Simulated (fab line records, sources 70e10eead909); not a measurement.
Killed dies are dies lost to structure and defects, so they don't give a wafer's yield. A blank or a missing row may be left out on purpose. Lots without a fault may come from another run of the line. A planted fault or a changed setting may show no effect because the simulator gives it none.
Chamber matching | flow nand_harc | NHARC_P_BONDPAD_CMP_32 on cmp-01: 4 sister chambers
The step polishes SiCN, target thk 200 nm. 4 wafers are shown with their chamber, then 11 later ones without.

WAFERS WITH THEIR CHAMBER
wafer  | chamber | motor_current_A (A)
L082.6 | 2       | 10.1
L087.2 | 0       | 12.1
L087.5 | 1       | 11.5
L095.1 | 3       | 15.7

WAFERS WITHOUT THEIR CHAMBER
wafer  | motor_current_A (A)
L095.2 | 11.9
L095.3 | 10.4
L096.3 | 11.6
L096.4 | 12.0
L096.5 | 12.4
L096.1 | 16.5
L096.2 | 10.9
L096.6 | 12.2
L097.1 | 12.1
L097.3 | 10.2
L097.5 | 11.8

WHICH CHAMBER EACH WENT THROUGH
wafer  | from the rows above          | in truth
L095.2 | can't be placed: 0 or 1      | 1
L095.3 | 2                            | 2
L096.3 | can't be placed: 1 or 0      | 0
L096.4 | can't be placed: 0 or 1      | 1
L096.5 | can't be placed: 0 or 1      | 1
L096.1 | 3                            | 3
L096.2 | can't be placed: 1 or 2 or 0 | 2
L096.6 | can't be placed: 0 or 1      | 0
L097.1 | can't be placed: 0 or 1      | 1
L097.3 | 2                            | 2
L097.5 | can't be placed: 0 or 1      | 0
Placed correctly: 3 of 11. Can't be placed from these rows: 8 (the true chamber is among the candidates in 8). Placed wrongly: 0.
How it was worked out, from the rows above alone: a wafer's distance from a chamber is the root of the sum, over the readings, of the square of ((its reading less the chamber's mean) divided by the reading's scatter). The wafer belongs to the nearest chamber; if the next one is less than 2 further off, it can't be placed. A chamber's mean is the mean of its shown wafers. The scatter: with one shown wafer a chamber, the root of the mean of the squares of how far each hidden wafer lies from its nearest shown one.
